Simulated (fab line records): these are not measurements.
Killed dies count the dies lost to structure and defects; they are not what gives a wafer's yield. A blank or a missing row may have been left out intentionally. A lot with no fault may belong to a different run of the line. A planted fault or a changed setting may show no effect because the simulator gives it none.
Chamber matching + flow nand_harc + NHARC_A_ZERO_WELL_DESCUM_12 on rie_diel-09 has 4 sister chambers
The step chemistry O2, time 3 s. 14 wafers are shown with their chamber, then 7 later ones without.

== WAFERS, EACH WITH ITS CHAMBER ==
| wafer  | chamber | drypump_motor_current_A (A) | oes_product_au (a.u.) | rf_vpp_V (V) |
|--------|---------|-----------------------------|-----------------------|--------------|
| L845.2 | 3       | 6.1                         | 1.012                 | 59.0         |
| L845.3 | 2       | 5.1                         | 0.994                 | 58.4         |
| L845.5 | 2       | 5.1                         | 0.998                 | 58.7         |
| L848.1 | 2       | 5.1                         | 0.988                 | 56.8         |
| L848.2 | 0       | 6.1                         | 1.004                 | 57.5         |
| L848.4 | 1       | 6.3                         | 0.993                 | 58.8         |
| L849.2 | 2       | 5.1                         | 0.992                 | 58.1         |
| L849.5 | 1       | 6.3                         | 0.974                 | 57.4         |
| L849.6 | 2       | 5.1                         | 0.994                 | 58.2         |
| L855.3 | 0       | 6.1                         | 1.001                 | 58.6         |
| L855.4 | 2       | 5.1                         | 0.997                 | 57.7         |
| L855.5 | 1       | 6.2                         | 0.992                 | 58.2         |
| L858.1 | 0       | 6.1                         | 1.009                 | 57.9         |
| L858.4 | 2       | 5.1                         | 1.009                 | 57.6         |

SIGNATURES, as means of the wafers listed above
| reading                 | chamber 0 | chamber 1 | chamber 2 | chamber 3 | scatter within a chamber |
|-------------------------|-----------|-----------|-----------|-----------|--------------------------|
| drypump_motor_current_A | 6.100     | 6.267     | 5.100     | 6.100     | 0.0258                   |
| oes_product_au          | 1.00467   | 0.98633   | 0.99600   | 1.01200   | 0.00723                  |
| rf_vpp_V                | 58.000    | 58.133    | 57.929    | 59.000    | 0.629                    |
Rule: distance of a wafer from a chamber = root of the sum over the readings of ((wafer's reading minus chamber's mean) / reading's scatter) squared. If the next closest chamber is less than 2 further off than the closest, the wafer can't be placed; otherwise it belongs to the closest. The scatter is the square root of a quotient: the sum, over the shown wafers, of each reading's squared deviation from its chamber's mean, divided by wafers minus chambers.

== WAFERS WHOSE CHAMBER IS MISSING ==
| wafer  | drypump_motor_current_A (A) | oes_product_au (a.u.) | rf_vpp_V (V) |
|--------|-----------------------------|-----------------------|--------------|
| L858.6 | 6.1                         | 1.006                 | 57.8         |
| L865.3 | 6.3                         | 1.001                 | 59.0         |
| L865.4 | 5.1                         | 0.995                 | 57.1         |
| L865.6 | 5.1                         | 1.002                 | 57.3         |
| L867.1 | 6.1                         | 0.995                 | 58.3         |
| L867.2 | 6.1                         | 0.982                 | 57.4         |
| L867.5 | 6.2                         | 0.985                 | 58.4         |

== WHICH CHAMBER EACH ONE RAN IN ==
| wafer  | from the rows above     | in truth |
|--------|-------------------------|----------|
| L858.6 | can't be placed: 0 or 3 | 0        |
| L865.3 | 1                       | 1        |
| L865.4 | 2                       | 2        |
| L865.6 | 2                       | 2        |
| L867.1 | can't be placed: 0 or 3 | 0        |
| L867.2 | can't be placed: 0 or 3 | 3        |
| L867.5 | 1                       | 1        |
Correct placement for 4 of the 7. From these rows, 3 cannot be placed; in 3 the true chamber is one of the candidates. 0 placed wrongly.
